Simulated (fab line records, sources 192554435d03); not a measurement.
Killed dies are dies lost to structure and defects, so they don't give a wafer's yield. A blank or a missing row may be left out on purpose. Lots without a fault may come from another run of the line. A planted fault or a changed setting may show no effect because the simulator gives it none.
fab line records | flow n5_finfet
record lots=11 wafers=32 last_day=18
route steps=1938 shown PASSIVATION@1905
lots that met no fault: from a run of the same line without faults
start_h: hours from the record's first day to the start of the lot's first wafer shown | wait_h: hours since the lot's step before | " the same as in the row above | L1.1+2: a row that stands for several wafers | - no value, or no start given | * or withheld: withheld | < > ~ a bound
route shown NAME@n: a module of which the file shows steps, and the number in the route of the first | usual: mean/standard deviation of fault-free wafers | same: alike in all rows | chamber/n: place in a boat | sites: the reading at each site | _std_site: their standard deviation | _edge_site: outer sites' mean less inner sites' | radius_mm: how far each site lies from the wafer's centre | mask NAME#n: copy n | behind: the tool/chamber that last shaped the wafer | hold: why the lot was held/for how many hours/how that ended | device: the transistor (n, p or np) that didn't switch | end of line: the same wafers' tests at the end of the route | a step without rows: its recipe alone | killed: dies lost to structure and defects at the first sort, not the wafer's yield | map: a wafer's dies, x killed, . not, _ none there
set.NAME: the setting as run; set.NAME@STEP: as run at that earlier step | model.NAME: the simulator's own value behind a step, which no gauge read
steps of the route over a sample of lots; a table a step, a row a wafer
services: from which hour (start_h, from the record's first day; less than 0 if before it) a tool's chamber was out of use, for how many hours, and why
## steps
# step N5_PASSIVATION_CD_MEAS_30
# recipe target_cd_nm=4000 landing_energy_ev=500 detector=se_inlens polarity=opening
# usual cd_nm=4000.4/1.9
# columns lot.wafer tool chamber start_h wait_h cd_nm
L978.1 cd_sem-03 0 289.70 - 3999.5
L978.4 " 0 " " 4002.2
L978.6 " 0 " " 4000.6
L977.1 cd_sem-03 0 296.56 - 4000.9
L977.3 " 0 " " 4002.1
L977.5 " 0 " " 4005.9
L986.1 cd_sem-02 0 338.35 - 4000.1
L986.4 " 0 " " 3998.4
L986.6 " 0 " " 4000.7
L987.1 cd_sem-01 0 342.92 - 3998.2
L987.2 " 0 " " 4002.1
L987.3 " 0 " " 4001.1
L991.1 cd_sem-02 0 370.23 - 4003.4
L991.5 " 0 " " 4000.3
L991.6 " 0 " " 4003.8
L990.1 cd_sem-02 0 372.07 - 4000.4
L990.4 " 0 " " 3998.1
L990.5 " 0 " " 4001.0
L994.1 cd_sem-01 0 382.55 - 3999.6
L994.2 " 0 " " 4001.3
L994.3 " 0 " " 3998.6
L993.1 cd_sem-03 0 404.13 - 3999.4
L993.2 " 0 " " 4001.7
L993.4 " 0 " " 3999.8
L998.3 cd_sem-02 0 404.29 - 3999.4
L998.5 " 0 " " 4000.8
L998.6 " 0 " " 3998.6
L996.3 cd_sem-02 0 408.80 - 4002.4
L996.4 " 0 " " 4000.7
L996.6 " 0 " " 4000.4
L999.2 cd_sem-01 0 417.63 - 4000.3
L999.5 " 0 " " 3997.4
# step N5_PASSIVATION_ETCH_59
# recipe chemistry=Cl2/BCl3 target=TaN target_depth_a=650 time_s=34.9 ion_energy_ev=100 pressure_mtorr=10 icp_w=900 bias_w=100 Cl2_flow_sccm=60 bcl3_flow_sccm=30
# usual drypump_motor_current_A=5.7/0.6 he_backside_leak_sccm=3.42/0.23 oes_product_au=0.79/0.096 rf_fwd_power_W=894/3.7 throttle_valve_pct=21.03/0.18
# columns lot.wafer tool chamber start_h wait_h drypump_motor_current_A he_backside_leak_sccm oes_product_au rf_fwd_power_W rf_hours_counter_h throttle_valve_pct
L978.1 rie_metal-01 1 290.31 0.3 4.7 3.57 0.89 893 17 20.91
L978.4 " 0 " " 6.1 3.80 0.69 888 - 20.85
L978.6 " 0 " " 6.0 3.75 0.69 892 - 20.85
L977.1 rie_metal-01 1 297.26 0.3 4.7 3.33 0.88 894 18 20.96
L977.3 " 1 " " 4.7 3.40 0.88 892 - 20.93
L977.5 " 1 " " 4.7 3.32 0.88 893 - 20.93
L986.1 rie_metal-02 1 338.94 0.3 6.5 3.53 0.64 897 92 20.93
L986.4 " 1 " " 6.6 3.55 0.64 895 - 20.91
L986.6 " 0 " " 6.0 2.88 0.85 891 - 21.08
L987.1 rie_metal-01 0 343.56 0.3 6.0 3.52 0.68 888 80 20.88
L987.2 " 1 " " 4.7 3.40 0.86 892 23 20.97
L987.3 " 1 " " 4.7 3.29 0.86 899 - 20.96
L991.1 rie_metal-03 1 370.80 0.3 5.4 3.12 0.86 900 18 20.98
L991.5 " 0 " " 5.8 3.69 0.87 896 - 21.43
L991.6 " 1 " " 5.4 3.10 0.86 898 - 20.97
L990.1 rie_metal-01 1 372.68 0.3 4.7 3.48 0.84 898 26 20.99
L990.4 " 1 " " 4.8 3.43 0.85 896 - 20.98
L990.5 " 1 " " 4.7 3.51 0.85 898 - 20.98
L994.1 rie_metal-03 0 383.13 0.3 5.8 3.66 0.86 894 15 21.46
L994.2 " 1 " " 5.4 3.21 0.84 891 19 20.96
L994.3 " 0 " " 5.8 3.71 0.86 897 - 21.43
L993.1 rie_metal-03 0 404.81 0.3 5.8 3.68 0.85 892 17 21.46
L993.2 " 1 " " 5.4 2.89 0.84 900 21 20.98
L993.4 " 0 " " 5.8 3.45 0.85 889 - 21.46
L998.3 rie_metal-01 1 404.90 0.2 4.8 3.49 0.84 899 - 20.98
L998.5 " 1 " " 4.7 3.35 0.83 896 - 20.99
L998.6 " 0 " " 6.0 3.50 0.66 895 - 20.89
L996.3 rie_metal-01 0 409.74 0.2 6.0 3.64 0.66 887 - 20.88
L996.4 " 1 " " 4.7 3.34 0.84 902 - 20.96
L996.6 " 1 " " 4.8 3.36 0.85 899 - 20.97
L999.2 rie_metal-02 0 418.21 0.3 6.0 3.17 0.82 891 20 21.10
L999.5 " 0 " " 6.0 3.19 0.82 894 - 21.08
# step N5_PASSIVATION_OVL_MEAS_66
# recipe points_per_wafer=44
# usual PASS_OPEN_OVL=0/5.4
# same points_per_wafer=44
# columns lot.wafer tool chamber start_h wait_h PASS_OPEN_OVL[nm]
L978.1 overlay-02 0 291.63 0.0 7
L978.4 " 0 " " 0
L978.6 " 0 " " 4
L977.1 overlay-01 0 298.61 0.0 -2
L977.3 " 0 " " -3
L977.5 " 0 " " 1
L986.1 overlay-01 0 340.29 0.0 -10
L986.4 " 0 " " 1
L986.6 " 0 " " -5
L987.1 overlay-02 0 344.77 0.0 -4
L987.2 " 0 " " 7
L987.3 " 0 " " -2
L991.1 overlay-02 0 372.15 0.0 6
L991.5 " 0 " " 10
L991.6 " 0 " " 2
L990.1 overlay-01 0 374.22 0.0 -1
L990.4 " 0 " " 2
L990.5 " 0 " " -3
L994.1 overlay-01 0 384.47 0.0 -9
L994.2 " 0 " " -1
L994.3 " 0 " " -5
L993.1 overlay-02 0 406.12 0.0 -3
L993.2 " 0 " " 9
L993.4 " 0 " " 4
L998.3 overlay-01 0 406.17 0.0 -5
L998.5 " 0 " " -5
L998.6 " 0 " " 0
L996.3 overlay-01 0 411.14 0.0 -2
L996.4 " 0 " " -11
L996.6 " 0 " " -13
L999.2 overlay-02 0 419.40 0.0 -5
L999.5 " 0 " " 7
# step N5_PASSIVATION_ETCH_54
# recipe chemistry=CHF3/O2 target=SiO2 target_depth_a=8800 CHF3_flow_sccm=50 O2_flow_sccm=5 Ar_flow_sccm=200 time_s=440 mask_material=PR pressure_mtorr=30 source_w=650 bias_w=170 ion_energy_ev=200
# usual drypump_motor_current_A=5.8/0.42 oes_product_au=0.80/0.095 rf_fwd_power_W=649.1/1.9 rf_vpp_V=523/15 showerhead_plenum_p_Torr=2.40/0.082 throttle_valve_pct=18.84/0.27
# columns lot.wafer tool chamber start_h wait_h drypump_motor_current_A oes_product_au rf_fwd_power_W rf_hours_counter_h rf_vpp_V showerhead_plenum_p_Torr throttle_valve_pct
L978.1 rie_diel-05 0 291.95 0.1 6.4 0.73 651.1 201 506 2.31 18.95
L978.4 " 1 " " 4.8 0.66 648.1 248 534 2.48 19.36
L978.6 " 2 " " 5.9 0.69 648.0 - 534 2.37 18.86
L977.1 rie_diel-01 0 298.93 0.1 6.3 0.91 648.9 33 499 2.58 19.05
L977.3 " 2 " " 5.7 0.72 648.2 226 538 2.47 19.26
L977.5 " 1 " " 6.5 0.86 651.6 - 524 2.45 18.28
L986.1 rie_diel-01 2 340.80 0.1 5.7 0.69 490.0 243 619 2.46 19.30
L986.4 " 1 " " 6.6 0.82 493.3 53 600 2.45 18.31
L986.6 " 2 " " 5.7 0.69 493.2 - 619 2.46 19.28
L987.1 rie_diel-01 0 345.09 0.1 6.3 0.86 492.1 50 571 2.57 19.07
L987.2 " 3 " " 5.7 0.70 494.0 235 597 2.37 18.94
L987.3 " 1 " " 6.5 0.81 491.0 55 599 2.45 18.32
L991.1 rie_diel-02 3 372.49 0.1 5.9 0.83 649.8 88 516 2.33 18.85
L991.5 " 0 " " 5.3 0.97 647.2 - 495 2.37 18.75
L991.6 " 3 " " 5.9 0.82 650.7 - 516 2.33 18.87
L990.1 rie_diel-02 0 375.16 0.1 5.3 0.96 651.7 5 495 2.37 18.74
L990.4 " 1 " " 5.9 0.68 647.9 221 538 2.27 18.81
L990.5 " 0 " " 5.3 0.97 652.5 - 496 2.37 18.72
L994.1 rie_diel-05 2 385.14 0.1 5.8 0.95 645.4 12 532 2.36 18.51
L994.2 " 0 " " 6.3 0.70 649.6 237 505 2.30 19.01
L994.3 " 1 " " 4.7 0.91 650.1 21 534 2.47 18.90
L993.1 rie_diel-05 1 406.45 0.1 4.7 0.90 648.3 26 534 2.47 18.91
L993.2 " 2 " " 5.8 0.94 647.2 17 533 2.35 18.52
L993.4 " 3 " " 5.6 0.85 647.3 59 534 2.45 18.51
L998.3 rie_diel-02 3 406.49 0.1 5.9 0.81 650.3 100 516 2.33 18.86
L998.5 " 3 " " 5.9 0.81 647.9 - 517 2.33 18.86
L998.6 " 2 " " 5.8 0.73 648.7 - 538 2.41 19.03
L996.3 rie_diel-02 2 411.46 0.1 5.7 0.73 651.1 179 541 2.41 19.04
L996.4 " 0 " " 5.3 0.92 648.4 18 494 2.36 18.78
L996.6 " 0 " " 5.3 0.92 650.0 - 494 2.36 18.77
L999.2 rie_diel-02 1 419.97 0.1 5.9 0.67 648.0 237 536 2.26 18.84
L999.5 " 3 " " 5.9 0.80 650.9 - 515 2.33 18.86
# step N5_PASSIVATION_PROBE_49
# usual defect_limited_yield=91.7/1.4 killed_at_M0_to_M3=31/11 killed_at_M4_up=13/4.6 killed_at_contacts=13/6.7 killed_at_front_end=39/9.6 killed_at_other=3.5/2.8 killed_dies=98/16 killed_open=64/11 killed_short=33/8.5 sort_bin_5_function=4.9/0.96 sort_bin_6_memory=3.1/0.59 sort_bin_8_speed=0.2/1.3 sort_n_pass=1080/23 sort_yield_pct=91.5/1.9
# same gross_dies=1180 killed_at_back_side=0 sort_bin_4_leakage[%]=0
# columns lot.wafer tool chamber start_h wait_h defect_limited_yield[%] killed_at_M0_to_M3 killed_at_M4_up killed_at_contacts killed_at_front_end killed_at_other killed_dies killed_open killed_short sort_bin_5_function[%] sort_bin_6_memory[%] sort_bin_8_speed[%] sort_n_pass sort_yield_pct[%]
L986.1 prober-01 - 343.61 0.0 92.5 33 9 4 29 13 88 47 31 5.0 2.3 0 1092 92.5
L986.4 prober-01 - 343.76 0.2 90.2 50 15 7 39 5 116 77 39 5.7 3.6 0 1064 90.2
L986.6 prober-01 - 343.86 0.3 87.9 57 6 5 37 38 143 65 40 8.2 3.3 0 1037 87.9
L987.1 prober-01 - 347.89 0.0 93.0 27 12 7 24 13 83 58 21 4.2 2.6 0 1097 93.0
L987.2 prober-01 - 347.94 0.1 91.2 28 6 11 32 27 104 60 23 6.4 2.3 0 1076 91.2
L987.3 prober-01 - 347.99 0.1 90.8 23 12 32 32 9 108 68 32 4.7 4.0 0 1072 90.8
L991.1 prober-02 - 375.27 0.0 92.1 27 17 10 39 0 93 66 23 4.2 3.5 0.1 1087 92.1
L991.5 prober-02 - 375.47 0.2 89.9 42 14 7 52 4 119 78 37 5.8 3.7 0 1061 89.9
L991.6 prober-02 - 375.52 0.3 91.2 28 11 7 55 3 104 69 33 5.1 3.6 0 1076 91.2
L994.1 prober-02 - 387.91 0.0 91.2 36 15 10 37 6 104 72 32 4.9 3.6 0 1076 91.2
L994.2 prober-02 - 387.96 0.1 91.5 30 9 16 35 10 100 70 30 4.9 3.3 0.1 1079 91.4
L994.3 prober-02 - 388.01 0.1 88.1 55 18 15 43 9 140 105 34 7.6 4.1 0 1040 88.1
L993.1 prober-01 - 409.27 0.0 90.8 35 14 10 49 1 109 76 33 5.7 3.4 0 1071 90.8
L993.2 prober-01 - 409.32 0.1 92.1 33 9 11 32 8 93 53 38 4.0 3.7 0 1087 92.1
L993.4 prober-01 - 409.42 0.2 87.9 57 13 17 54 2 143 90 52 6.3 5.4 0 1037 87.9
L998.3 prober-01 - 410.91 0.1 93.2 18 21 7 34 0 80 60 19 4.3 2.2 0 1100 93.2
L998.5 prober-01 - 411.01 0.2 92.7 14 17 15 39 1 86 61 24 4.8 2.3 0.1 1093 92.6
L998.6 prober-01 - 411.06 0.3 93.5 18 12 9 36 2 77 56 19 3.8 2.6 0 1103 93.5
L996.3 prober-01 - 414.47 0.3 91.9 21 16 2 52 5 96 58 32 4.9 2.8 0 1084 91.9
L996.4 prober-01 - 414.52 0.3 91.7 17 18 6 57 0 98 69 28 5.2 3.0 0 1082 91.7
L996.6 prober-01 - 414.62 0.4 90.1 34 21 14 44 4 117 85 30 6.4 3.3 0 1063 90.1
# killed by level:class
L986.1 BEOL_M0_SAQP:geometric_particle:open=10 PASSIVATION:area_etch=10 FIN_SAQP:geometric_particle:open=9 BEOL_M0_SAQP:geometric_particle:short=7 BEOL_M1:geometric_particle:open=6 BEOL_M3:geometric_particle:short=6 FIN_SAQP:geometric_particle:short=5 STARTING-WAFER:geometric_particle:short=4
L986.4 FIN_SAQP:geometric_particle:open=21 BEOL_M0_SAQP:geometric_particle:open=17 BEOL_M0_SAQP:geometric_particle:short=12 FIN_SAQP:geometric_particle:short=11 BEOL_M2:geometric_particle:open=7 BEOL_M4:geometric_particle:open=7 MOL_CONTACT_COAG:geometric_particle:open=6 BEOL_M1:geometric_particle:open=5
L986.6 PASSIVATION:area_etch=38 BEOL_M0_SAQP:geometric_particle:open=18 BEOL_M0_SAQP:geometric_particle:short=14 STI_FIN_REVEAL:geometric_particle:open=12 FIN_SAQP:geometric_particle:open=5 FIN_SAQP:geometric_particle:short=5 GATE_CUT:geometric_particle:short=5 BEOL_M1:geometric_particle:open=5
L987.1 BEOL_M3:geometric_particle:open=9 BEOL_M4:geometric_particle:open=8 STI_FIN_REVEAL:geometric_particle:open=6 DUMMY_GATE:geometric_particle:open=6 FIN_SAQP:geometric_particle:open=5 MOL_CONTACT_COAG:geometric_particle:open=5 BEOL_M1:geometric_particle:open=5 FIN_SAQP:geometric_particle:short=4
L987.2 PASSIVATION:area_etch=19 MOL_CONTACT_COAG:geometric_particle:open=9 STI_FIN_REVEAL:geometric_particle:open=7 BEOL_M3:geometric_particle:open=7 FIN_SAQP:geometric_particle:open=6 DUMMY_GATE:geometric_particle:open=6 BEOL_M0_SAQP:geometric_particle:short=6 GATE_CUT:geometric_particle:short=5
L987.3 MOL_CONTACT_COAG:geometric_particle:open=25 BEOL_M3:geometric_particle:open=8 MOL_CONTACT_COAG:geometric_particle:short=7 FIN_SAQP:geometric_particle:open=6 PASSIVATION:area_etch=6 STI_FIN_REVEAL:geometric_particle:open=5 GATE_CUT:geometric_particle:short=4 BEOL_M0_SAQP:geometric_particle:open=4
L991.1 FIN_SAQP:geometric_particle:open=11 BEOL_M2:geometric_particle:open=10 MOL_CONTACT_COAG:geometric_particle:open=9 STI_FIN_REVEAL:geometric_particle:open=6 ILD0:geometric_particle:open=6 BEOL_M1:geometric_particle:open=6 FIN_SAQP:geometric_particle:short=5 BEOL_M4:geometric_particle:open=5
L991.5 FIN_SAQP:geometric_particle:open=15 BEOL_M2:geometric_particle:open=15 FIN_SAQP:geometric_particle:short=13 BEOL_M0_SAQP:geometric_particle:open=8 BEOL_M0_SAQP:geometric_particle:short=8 BEOL_M4:geometric_particle:open=7 STI_FIN_REVEAL:geometric_particle:open=6 DUMMY_GATE:geometric_particle:open=5
L991.6 STI_FIN_REVEAL:geometric_particle:open=12 FIN_SAQP:geometric_particle:short=11 FIN_SAQP:geometric_particle:open=9 BEOL_M2:geometric_particle:open=7 MOL_CONTACT_COAG:geometric_particle:open=6 BEOL_M1:geometric_particle:open=6 BEOL_M3:geometric_particle:open=6 BEOL_M4:geometric_particle:open=5
L994.1 FIN_SAQP:geometric_particle:open=10 MOL_CONTACT_COAG:geometric_particle:open=9 BEOL_M0_SAQP:geometric_particle:short=9 BEOL_M1:geometric_particle:open=9 STI_FIN_REVEAL:geometric_particle:open=8 BEOL_M4:geometric_particle:open=8 BEOL_M1:geometric_particle:short=6 GATE_CUT:geometric_particle:open=4
L994.2 MOL_CONTACT_COAG:geometric_particle:open=15 BEOL_M0_SAQP:geometric_particle:short=8 STI_FIN_REVEAL:geometric_particle:open=7 BEOL_M1:geometric_particle:open=7 STARTING-WAFER:geometric_particle:open=6 FIN_SAQP:geometric_particle:short=5 FIN_SAQP:geometric_particle:open=5 BEOL_M0_SAQP:geometric_particle:open=5
L994.3 BEOL_M1:geometric_particle:open=19 FIN_SAQP:geometric_particle:open=13 STI_FIN_REVEAL:geometric_particle:open=13 MOL_CONTACT_COAG:geometric_particle:open=13 BEOL_M3:geometric_particle:open=10 BEOL_M0_SAQP:geometric_particle:open=9 BEOL_M0_SAQP:geometric_particle:short=6 BEOL_M4:geometric_particle:open=6
L993.1 STI_FIN_REVEAL:geometric_particle:open=13 MOL_CONTACT_COAG:geometric_particle:open=8 BEOL_M3:geometric_particle:open=8 BEOL_M1:geometric_particle:open=7 FIN_SAQP:geometric_particle:open=6 FIN_SAQP:geometric_particle:short=5 BEOL_M0_SAQP:geometric_particle:open=5 BEOL_M5:geometric_particle:open=5
L993.2 FIN_SAQP:geometric_particle:short=15 BEOL_M3:geometric_particle:open=8 MOL_CONTACT_COAG:geometric_particle:open=8 BEOL_M0_SAQP:geometric_particle:open=7 BEOL_M0_SAQP:geometric_particle:short=6 FIN_SAQP:geometric_particle:open=5 DUMMY_GATE:geometric_particle:open=3 MOL_CONTACT_COAG:geometric_particle:short=3
L993.4 BEOL_M0_SAQP:geometric_particle:short=16 BEOL_M0_SAQP:geometric_particle:open=15 FIN_SAQP:geometric_particle:open=14 MOL_CONTACT_COAG:geometric_particle:open=14 FIN_SAQP:geometric_particle:short=12 DUMMY_GATE:geometric_particle:open=8 BEOL_M3:geometric_particle:open=8 STI_FIN_REVEAL:geometric_particle:open=7
L998.3 BEOL_M4:geometric_particle:open=11 STI_FIN_REVEAL:geometric_particle:open=9 FIN_SAQP:geometric_particle:open=6 BEOL_M1:geometric_particle:open=5 DUMMY_GATE:geometric_particle:open=4 GATE_CUT:geometric_particle:short=4 MOL_CONTACT_COAG:geometric_particle:open=4 STARTING-WAFER:geometric_particle:short=4
L998.5 MOL_CONTACT_COAG:geometric_particle:open=14 FIN_SAQP:geometric_particle:open=10 BEOL_M4:geometric_particle:open=10 DUMMY_GATE:geometric_particle:open=8 STI_FIN_REVEAL:geometric_particle:open=5 BEOL_M0_SAQP:geometric_particle:short=4 STARTING-WAFER:geometric_particle:open=4 FIN_SAQP:geometric_particle:short=3
L998.6 FIN_SAQP:geometric_particle:open=17 BEOL_M0_SAQP:geometric_particle:open=6 MOL_CONTACT_COAG:geometric_particle:open=6 BEOL_M4:geometric_particle:open=6 FIN_SAQP:geometric_particle:short=5 BEOL_M1:geometric_particle:open=5 STARTING-WAFER:geometric_particle:short=4 DUMMY_GATE:geometric_particle:open=3
L996.3 STI_FIN_REVEAL:geometric_particle:open=11 FIN_SAQP:geometric_particle:short=10 FIN_SAQP:geometric_particle:open=9 BEOL_M3:geometric_particle:open=8 GATE_CUT:geometric_particle:short=6 BEOL_M2:geometric_particle:open=5 BEOL_M4:geometric_particle:open=4 GATE_CUT:geometric_particle:open=3
L996.4 STI_FIN_REVEAL:geometric_particle:open=19 BEOL_M4:geometric_particle:open=8 GATE_CUT:geometric_particle:short=7 BEOL_M3:geometric_particle:open=6 FIN_SAQP:geometric_particle:open=5 STI_FIN_REVEAL:geometric_particle:short=5 ILD0:geometric_particle:short=5 GATE_CUT:geometric_particle:open=5
L996.6 STI_FIN_REVEAL:geometric_particle:open=22 BEOL_M4:geometric_particle:open=12 MOL_CONTACT_COAG:geometric_particle:open=11 BEOL_M2:geometric_particle:open=8 BEOL_M3:geometric_particle:open=6 FIN_SAQP:geometric_particle:open=4 GATE_CUT:geometric_particle:short=4 BEOL_M0_SAQP:geometric_particle:open=4
## services
# columns tool chamber start_h hours kind
rie_metal-03 - 271.03 0.4 repair
rie_diel-05 1 297.00 - clean
rie_diel-05 1 297.00 - consumable_replace:focus_ring
rie_diel-05 1 297.00 35.3 scheduled_down
rie_diel-05 1 297.00 35.3 vent_cycle
rie_diel-05 0 319.99 7.4 repair
rie_diel-02 0 327.18 - clean
rie_diel-02 0 327.18 - consumable_replace:focus_ring
rie_diel-02 0 327.18 35.0 scheduled_down
rie_diel-02 0 327.18 35.0 vent_cycle
rie_diel-05 2 332.38 - clean
rie_diel-05 2 332.38 - consumable_replace:focus_ring
rie_diel-05 2 332.38 17.7 scheduled_down
rie_diel-05 2 332.38 17.7 vent_cycle
rie_diel-01 2 350.29 6.7 repair
rie_diel-02 1 363.22 4.6 repair
rie_diel-01 2 366.80 - clean
rie_diel-01 2 366.80 - consumable_replace:focus_ring
rie_diel-01 2 366.80 13.5 scheduled_down
rie_diel-01 2 366.80 13.5 vent_cycle
rie_metal-01 - 369.96 1.0 repair
rie_diel-05 1 389.84 8.9 repair
rie_metal-03 1 396.41 6.0 repair
rie_diel-05 2 397.86 5.2 repair
## key
first_sign step=N5_PASSIVATION_ETCH_54 reading=rf_fwd_power_W direction=down sigmas=83 usual=* struck=*
effect step=N5_PASSIVATION_ETCH_54 reading=rf_vpp_V direction=up sigmas=5.1 usual=523 struck=601
effect step=N5_PASSIVATION_PROBE_49 reading=killed_at_other direction=up sigmas=5 usual=3.5 struck=17.5 wafers_moved=4
met_at N5_PASSIVATION_ETCH_54
struck_lots L986,L987
not_acting_at N5_PASSIVATION_CD_MEAS_30,N5_PASSIVATION_ETCH_59,N5_PASSIVATION_OVL_MEAS_66
onset_between 298.93 340.80
fault kind=process_parameter_drift tool=rie_diel-01 chamber=- onset_h=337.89 steps=N5_PASSIVATION_ETCH_54 channel=source_w offset=-156 shape=step end_h=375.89 acts_in=these_recipes_only stated=650
